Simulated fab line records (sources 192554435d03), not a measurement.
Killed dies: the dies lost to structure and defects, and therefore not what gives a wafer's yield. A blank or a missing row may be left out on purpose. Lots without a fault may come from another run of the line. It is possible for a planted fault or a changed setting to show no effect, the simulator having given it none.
Matching of chambers | flow n5_finfet | N5_DUMMY_GATE_HM_OPEN_21 on rie_diel-06 has 4 sister chambers
The step chemistry CH3F/O2, target SiNx, target depth 120 nm, time 171.4 s. 8 wafers are shown with their chamber, then 9 later ones without.

## WAFERS PAIRED WITH THEIR CHAMBERS
wafer  | chamber | throttle_valve_pct (%) | showerhead_plenum_p_Torr (Torr)
L082.3 | 1       | 16.42                  | 1.95
L082.4 | 2       | 16.49                  | 2.09
L085.1 | 1       | 16.44                  | 1.94
L085.4 | 0       | 16.16                  | 1.99
L085.6 | 3       | 16.77                  | 1.94
L086.2 | 3       | 16.79                  | 1.94
L086.4 | 0       | 16.16                  | 1.99
L086.5 | 2       | 16.52                  | 2.09

## WAFERS WITH NO CHAMBER GIVEN
wafer  | throttle_valve_pct (%) | showerhead_plenum_p_Torr (Torr)
L088.2 | 16.15                  | 1.99
L088.3 | 16.80                  | 1.94
L088.6 | 16.80                  | 1.94
L091.2 | 16.55                  | 2.09
L091.5 | 16.79                  | 1.94
L091.6 | 16.53                  | 2.09
L094.1 | 16.18                  | 1.98
L094.3 | 16.56                  | 2.08
L094.4 | 16.82                  | 1.94

## CHAMBER TAKEN BY EACH
wafer  | from the rows above | in truth
L088.2 | 0                   | 0
L088.3 | 3                   | 3
L088.6 | 3                   | 3
L091.2 | 2                   | 2
L091.5 | 3                   | 3
L091.6 | 2                   | 2
L094.1 | 0                   | 0
L094.3 | 2                   | 2
L094.4 | 3                   | 3
Placed correctly: 9 of 9. Can't be placed from these rows: 0. Number placed wrongly: 0.
How it was worked out, from the rows above alone: a wafer's distance from a chamber is the root of the sum, over the readings, of the square of ((its reading less the chamber's mean) divided by the reading's scatter). If the next closest chamber is less than 2 further off than the closest, the wafer can't be placed; otherwise it belongs to the closest. The mean given for a chamber averages the wafers shown for that chamber. The scatter is the square root of a quotient: the sum, over the shown wafers, of each reading's squared deviation from its chamber's mean, divided by wafers minus chambers.
